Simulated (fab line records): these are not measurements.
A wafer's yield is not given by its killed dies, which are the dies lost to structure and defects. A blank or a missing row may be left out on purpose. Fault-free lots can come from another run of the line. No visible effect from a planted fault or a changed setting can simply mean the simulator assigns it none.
Struck lot and sound lot, side by side + flow n5-finfet + 15 out of 1938 route steps
Sound: these wafers, L558.1, L558.3, L558.4. Wafers L560.2, L560.4, L560.6 were the ones struck. The cause comes at the end.
For every step that has rows: the tool of each side, followed by ch and its chambers, followed by its first start. Under that, the readings that differ: sound wafers + struck wafers + difference of the means + sigmas: that difference in standard deviations of wafers without a fault.
alike: words and numbers the same on both sides, and readings whose means are apart by under 2 such deviations; not compared: readings that were withheld, readings missing a value for some wafer, numbers with overlapping values and no deviation given by the record, and bounds like >300 which may hide the same value.
A row with sigmas, a row that says differs or no value, or rows on one side alone: a step with any of these is where the two part. Numbers that have no deviation but don't overlap get no sigmas and don't part them. A reading missing from all wafers of one side parts the sides only when that side holds two or more wafers.

first, 6 steps without rows for these wafers: N5_BEOL_M15_STRIP_36 (strips in O2); N5_BEOL_M15_STRIP_62 (strips in O2); N5_BEOL_M15_STRIP_37 (strips in O2); N5_BEOL_M15_ETCH_38 (etches SiCN in CF4/N2, target depth 106.4 nm, time 120.5 s); N5_BEOL_M15_PRECLEAN_39 (cleans in residue remover, time 60 s); N5_BEOL_M15_SRD_40 (time 30 s, dry time 30 s).
N5_BEOL_M15_DEGAS_41: time 60 s.
  sound on pvd-sputter-03 at day 14 10:50; struck on pvd-sputter-03 at day 15 04:23
  alike: heater-power-w
N5_BEOL_M15_PRE_CLEAN_42: time 30 s.
  sound on pvd-sputter-03 at day 14 10:53; struck on pvd-sputter-03 at day 15 04:25
  alike: heater-power-w
then, 1 step without rows for these wafers: N5_BEOL_M15_SPUTTER_43 (material TaN, target thk 15 nm, time 24.19 s).
N5_BEOL_M15_SPUTTER_44: material Ta, target thk 15 nm, time 24.19 s.
  sound on pvd-sputter-03 at day 14 11:00; struck on pvd-sputter-03 at day 15 04:32
  alike: substrate-temp-c, throttle-valve-pct
N5_BEOL_M15_SPUTTER_45: material Cu, target thk 100 nm, time 16.67 s.
  sound on pvd-sputter-03 at day 14 11:05; struck on pvd-sputter-03 at day 15 04:37
  alike: substrate-temp-c, throttle-valve-pct
then, 1 step without rows for these wafers: N5_BEOL_M15_ECD_47 (material Cu, target thk 1860 nm).
N5_BEOL_M15_ANNEAL_48: time 90 s.
  sound on rtp-anneal-02 ch 0, day 14 11:26; struck on rtp-anneal-02 ch 0, day 15 05:01
| reading          | sound             | struck            | difference | sigmas |
|------------------|-------------------|-------------------|------------|--------|
| wafer_temp_C_max | 225.4 226.2 226.0 | 220.7 220.4 220.5 | -5.3       | -18    |
N5_BEOL_M15_CMP_49: polishes, stops on SiO2, t overpolish 4.9 s, target thk 850 nm.
  sound on cmp-03 ch 1,2,3, day 14 11:46; struck on cmp-02 ch 1,2, day 15 05:16
  alike: barrier-field-endpoint-s, motor-current-A, overpolish-run-s
N5_PASSIVATION_PROBE_49:
  the record holds rows for the sound wafers here (prober-01, day 15 01:23) but none for the struck ones

## WHERE THEY PART
Earliest at N5_BEOL_M15_ANNEAL_48; latest, in this record, at N5_PASSIVATION_PROBE_49.

WHY: what had been put in by the simulator
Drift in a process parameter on rtp-anneal-02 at N5_BEOL_M15_ANNEAL_48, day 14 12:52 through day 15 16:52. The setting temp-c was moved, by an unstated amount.
